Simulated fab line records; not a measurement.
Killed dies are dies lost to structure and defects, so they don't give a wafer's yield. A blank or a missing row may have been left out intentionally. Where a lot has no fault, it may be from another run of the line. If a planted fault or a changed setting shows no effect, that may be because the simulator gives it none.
Matching of chambers	flow n5-finfet	rie-diel-04 running N5_DUMMY_GATE_STRIP_40: 4 sister chambers
The step strips in CF4. 14 wafers are shown with their chamber, then 7 later ones without.

WAFERS WITH THEIR CHAMBER
wafer	chamber	throttle-valve-pct (%)	drypump-motor-current-A (A)	oes-product-au (a.u.)
L076.2	1	13.81	6.3	0.71
L076.3	3	13.85	5.9	0.71
L076.5	3	13.84	5.9	0.71
L079.3	1	13.79	6.3	0.71
L079.4	3	13.86	5.9	0.70
L079.5	1	13.82	6.3	0.71
L082.1	0	13.76	5.6	0.72
L082.3	2	12.95	6.2	0.94
L082.5	1	13.84	6.3	0.70
L084.2	1	13.83	6.3	0.70
L084.4	3	13.87	5.9	0.70
L084.6	0	13.75	5.6	0.71
L094.1	1	13.87	6.2	0.69
L094.5	3	13.89	5.9	0.69

SIGNATURES (means of the wafers above)
reading	chamber 0	chamber 1	chamber 2	chamber 3	scatter within a chamber
throttle-valve-pct	13.7550	13.8267	12.9500	13.8620	0.0229
drypump-motor-current-A	5.600	6.283	6.200	5.900	0.0289
oes-product-au	0.7150	0.7033	0.9400	0.7020	0.00814
Rule: a wafer lies at a distance from a chamber equal to the root of the sum of squares, over the readings, of (its reading less the chamber's mean, divided by the reading's scatter). The wafer belongs to the nearest chamber; if the next one is less than 2 further off, it can't be placed. The scatter: the root of (the sum of the squares of (reading less its chamber's mean) over the shown wafers, divided by (wafers less chambers)).

WAFERS WITHOUT THEIR CHAMBER
wafer	throttle-valve-pct (%)	drypump-motor-current-A (A)	oes-product-au (a.u.)
L094.6	13.80	5.6	0.69
L095.2	13.90	5.9	0.69
L095.3	13.79	5.6	0.69
L095.4	13.87	6.3	0.69
L096.1	13.81	5.6	0.69
L096.2	12.99	6.2	0.86
L096.4	13.80	5.6	0.69

WHICH CHAMBER EACH WENT THROUGH
wafer	from the rows above	in truth
L094.6	0	0
L095.2	3	3
L095.3	0	0
L095.4	1	1
L096.1	0	0
L096.2	2	2
L096.4	0	0
Correct placement for 7 of the 7. Number that these rows cannot place: 0. Placed wrongly: 0.
